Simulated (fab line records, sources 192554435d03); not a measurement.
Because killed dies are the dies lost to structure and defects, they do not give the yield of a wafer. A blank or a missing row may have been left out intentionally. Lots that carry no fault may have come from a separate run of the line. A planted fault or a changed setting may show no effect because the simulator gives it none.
Matching of chambers + flow n5Finfet + rieDiel-04 running N5_MOL_CONTACT_COAG_STRIP_98: 4 sister chambers
The step strips in N2/H2. 4 wafers are shown with their chamber, then 12 later ones without.

## WAFERS, EACH WITH ITS CHAMBER
| wafer  | chamber | throttleValvePct (%) |
|--------|---------|----------------------|
| L089.2 | 0       | 19.1                 |
| L090.1 | 1       | 20.0                 |
| L090.3 | 2       | 18.5                 |
| L090.5 | 3       | 18.9                 |

## WAFERS WITHOUT THEIR CHAMBER
| wafer  | throttleValvePct (%) |
|--------|----------------------|
| L091.1 | 18.5                 |
| L091.2 | 18.9                 |
| L091.4 | 19.1                 |
| L092.1 | 18.5                 |
| L092.3 | 18.9                 |
| L092.4 | 20.0                 |
| L093.1 | 20.0                 |
| L093.5 | 19.9                 |
| L093.6 | 18.5                 |
| L094.2 | 18.5                 |
| L094.3 | 18.9                 |
| L094.5 | 18.5                 |

## WHICH CHAMBER EACH WENT THROUGH
| wafer  | from the rows above | in truth |
|--------|---------------------|----------|
| L091.1 | 2                   | 2        |
| L091.2 | 3                   | 3        |
| L091.4 | 0                   | 0        |
| L092.1 | 2                   | 2        |
| L092.3 | 3                   | 3        |
| L092.4 | 1                   | 1        |
| L093.1 | 1                   | 1        |
| L093.5 | 1                   | 1        |
| L093.6 | 2                   | 2        |
| L094.2 | 2                   | 2        |
| L094.3 | 3                   | 3        |
| L094.5 | 2                   | 2        |
Correct placement for 12 of the 12. Left unplaced by these rows: 0. Placed wrongly: 0.
How it was worked out, from the rows above alone: a wafer's distance from a chamber is the root of the sum, over the readings, of the square of ((its reading less the chamber's mean) divided by the reading's scatter). If the next closest chamber is less than 2 further off than the closest, the wafer can't be placed; otherwise it belongs to the closest. The mean given for a chamber averages the wafers shown for that chamber. The scatter (one wafer shown for each chamber): square how far every hidden wafer sits from the nearest shown wafer, average those squares and take the square root.
